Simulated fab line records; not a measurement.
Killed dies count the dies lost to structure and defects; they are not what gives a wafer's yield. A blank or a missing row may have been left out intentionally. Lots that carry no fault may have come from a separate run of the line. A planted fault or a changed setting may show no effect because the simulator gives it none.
A lot that was struck, set against a sound lot -- flow n5Finfet -- 21 out of 1938 route steps
Sound: wafers L118.1, L118.3, L118.6. Struck: wafers L122.3, L122.4. At the end, the cause is stated.
For every step that has rows: the tool of each side, followed by ch and its chambers, followed by its first start. Under that, the readings that differ: sound wafers -- struck wafers -- difference of the means -- sigmas: that difference in standard deviations of wafers without a fault.
alike: readings with means less than 2 such deviations apart, plus words and numbers identical on both sides. not compared: withheld readings, readings lacking a value on some wafer, bounds such as >300 that could conceal the same value, and numbers that have no deviation in the record and whose values overlap.
Wherever a step has rows on one side only, a row that says differs or no value, or a row with sigmas, the two part there. Numbers that don't overlap but have no deviation are shown without sigmas and don't part them. A reading that every wafer of one side lacks parts them only if that side has two wafers or more.

N5_ZERO_LAYER_CD_MEAS_11: target cd 2000 nm.
  sound on cdSem-01 ch 0, day 2 06:38; struck on cdSem-02 ch 0, day 3 06:38
  alike: cdNm
N5_ZERO_LAYER_DESCUM_16: chemistry O2, time 7.9 s.
  sound on rieDiel-05 ch 1,2, day 2 06:41; struck on rieDiel-04 ch 0,3, day 3 06:41
  alike: drypumpMotorCurrentA, o2FlowSccm, oesProductAu, rfVppV, showerheadPlenumPTorr, throttleValvePct
  not compared: rfHoursCounterH
N5_ZERO_LAYER_ETCH_17: etches SiO2 in CF4, target depth 12 nm, time 13.3 s.
  sound on rieDiel-05 ch 1,2, day 2 06:43; struck on rieDiel-04 ch 0,3, day 3 06:43
  alike: drypumpMotorCurrentA, oesProductAu, rfVppV, showerheadPlenumPTorr, throttleValvePct
  not compared: rfHoursCounterH
N5_ZERO_LAYER_ETCH_18: etches Si in HBr/Cl2, target depth 120 nm, time 40 s.
  sound on rieSi-06 ch 0,1,2, day 2 06:47; struck on rieSi-01 ch 1,3, day 3 06:47
  alike: drypumpMotorCurrentA, oesProductAu, throttleValvePct
  not compared: rfHoursCounterH
N5_ZERO_LAYER_STRIP_24: strips in O2.
  sound on plasmaAsher-02 ch 0, day 2 06:53; struck on plasmaAsher-02 ch 0,1, day 3 06:55
  alike: drypumpMotorCurrentA, heaterPowerW, o2FlowSccm, oesProductAu, stripTimeToEndpointS
  not compared: rfHoursCounterH
then, 1 step without rows for these wafers: N5_ZERO_LAYER_STRIP_19 (strips in SPM, time 900 s).
N5_ZERO_LAYER_INSPECT_20: inspects for defects (darkfield).
  struck on defectInspect-02, day 3 07:15; sound on defectInspect-02, day 2 07:15
  alike: rawDefectCount
then, 5 steps without rows for these wafers: N5_WELL_APT_HMDS_01 (time 60 s); N5_WELL_APT_COAT_02 (resist thk 950 nm); N5_WELL_APT_EBR_04; N5_WELL_APT_SOFTBAKE_03 (time 60 s); N5_WELL_APT_EXPOSE_05 (exposes mask NWELL, defocus 0 nm, target cd 200 nm).
N5_WELL_APT_PEB_06: peb time 90 s.
  sound on lithoTrack-05 ch 0, day 2 07:26; struck on lithoTrack-05 ch 0, day 3 07:34
reading,sound,struck,difference,sigmas
heaterPowerTotalW (W),173.2 172.1 172.5,183.4 182.1,+10.2,+12
  alike: chillPlateTempC
then, 2 steps without rows for these wafers: N5_WELL_APT_DEVELOP_07 (develop time 45 s); N5_WELL_APT_HARDBAKE_12 (time 120 s).
N5_WELL_APT_CD_MEAS_08: target cd 200 nm.
  sound on cdSem-03 ch 0, day 2 07:34; struck on cdSem-03 ch 0, day 3 07:41
reading,sound,struck,difference,sigmas
cdNm (nm),201.3 201.6 199.9,194.3 193.9,-6.8,-6
N5_WELL_APT_OVL_MEAS_09:
  sound on overlay-01 ch 0, day 2 07:35; struck on overlay-02 ch 0, day 3 07:43
  alike: NWELL_OVL
N5_WELL_APT_INSPECT_10: inspects for defects (macro).
  struck on defectInspect-01, day 3 07:44; sound on defectInspect-02, day 2 07:37
  alike: rawDefectCount
N5_WELL_APT_DESCUM_13: chemistry O2, time 7.9 s.
  sound on rieDiel-01 ch 1,3, day 2 07:39; struck on rieDiel-01 ch 0,3, day 3 07:48
reading,sound,struck,difference,sigmas
model.WELL_APT.cdNm (nm),201.3 201.5 200,194.5 194.1,-6.6,
  alike: drypumpMotorCurrentA, o2FlowSccm, oesProductAu, rfVppV, showerheadPlenumPTorr, throttleValvePct
  not compared: rfHoursCounterH
next, for these wafers, 1 step has no rows: N5_WELL_APT_IMPLANT_14.
-- a jump in the record: the struck wafers' starts before and after are 7 days apart (it breaks off in module WELL_APT and resumes in module BEOL_M4, where the first step shown is number 1111 of the route) --
N5_BEOL_M4_RC_MEAS_101:
  sound on prober-02 ch 0, day 8 21:07; struck on prober-02 ch 0, day 9 21:12
reading,sound,struck,difference,sigmas
DIBL_P (mV/V),39.6 35.8 35.2,32.0 33.3,-4.2,-2
  alike: DIBL_N, IOFF_N, IOFF_P, ION_N, ION_P, SS_N, SS_P, VT_N, VT_P

## WHERE THEY PART
Earliest at N5_WELL_APT_PEB_06; latest, in this record, at N5_BEOL_M4_RC_MEAS_101.

WHY: what the simulator had put in
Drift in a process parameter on lithoTrack-05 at N5_WELL_APT_PEB_06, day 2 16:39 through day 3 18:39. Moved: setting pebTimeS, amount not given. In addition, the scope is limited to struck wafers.
